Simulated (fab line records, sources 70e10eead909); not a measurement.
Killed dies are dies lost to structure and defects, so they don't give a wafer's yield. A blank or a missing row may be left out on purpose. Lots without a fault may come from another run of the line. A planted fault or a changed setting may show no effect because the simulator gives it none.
Which tool did it? | flow nand_harc | 13 lots, 39 wafers sampled, at 1 step of a route of 1159

WHAT THE GAUGES READ, wafer by wafer
NHARC_A_CHANNEL_HOLE_D1_INSPECT_12.
lot  | measured     | on                | raw_defect_count
L146 | day 8 12:48  | defect_inspect-01 | 6 9 4
L145 | day 8 14:36  | defect_inspect-01 | 2 8 6
L148 | day 8 20:15  | defect_inspect-01 | 2 6 9
L147 | day 8 21:28  | defect_inspect-01 | 5 9 10
L150 | day 9 15:03  | defect_inspect-01 | 2 4 3
L149 | day 9 15:21  | defect_inspect-02 | 10 4 9
L153 | day 10 03:47 | defect_inspect-01 | 4 4 3
L151 | day 10 04:10 | defect_inspect-01 | 3 4 5
L155 | day 10 21:08 | defect_inspect-01 | 9 8 5
L158 | day 12 02:15 | defect_inspect-02 | 6 4 3
L159 | day 12 02:34 | defect_inspect-02 | 7 7 3
L165 | day 13 14:22 | defect_inspect-01 | 2 4 6
L167 | day 13 14:32 | defect_inspect-01 | 6 10 1

WHICH TOOL RAN EACH LOT (tool, then ch and the chambers of the sampled wafers, then the start)
The record holds no process step before these readings.

WHAT THE TOOLS THEMSELVES READ (means of the sampled wafers that have a number; where no wafer has one, the mark that the record gives instead)
The record holds no such reading with a usual standard deviation.

THE ANSWER, worked out from the rows above alone
Rule: what is usual is taken from the lots themselves. Put in order of their means at a reading, lots are off if they are a third of the lots or fewer, leave a main group of 4 or more, and stand apart from it by a gap of 3 or more times the standard deviation of the main group's means; of several such gaps the widest counts. A main group whose means are all the same, to the digits that the tables above print for the reading, isn't used. A lot without any number at a reading at which 4 lots or more have one is off too. The other lots that the step has rows for count as sound. The gauges are gone through in route order, then the tools' own readings, and for those a lot's mean is taken as printed above. The first step at which some lot is off is used, and at that step the reading that is off furthest; a lot without a number counts as furthest.
No lot is off at any reading shown: from this, nothing can be told.

WHAT THE SIMULATOR HAD PUT IN
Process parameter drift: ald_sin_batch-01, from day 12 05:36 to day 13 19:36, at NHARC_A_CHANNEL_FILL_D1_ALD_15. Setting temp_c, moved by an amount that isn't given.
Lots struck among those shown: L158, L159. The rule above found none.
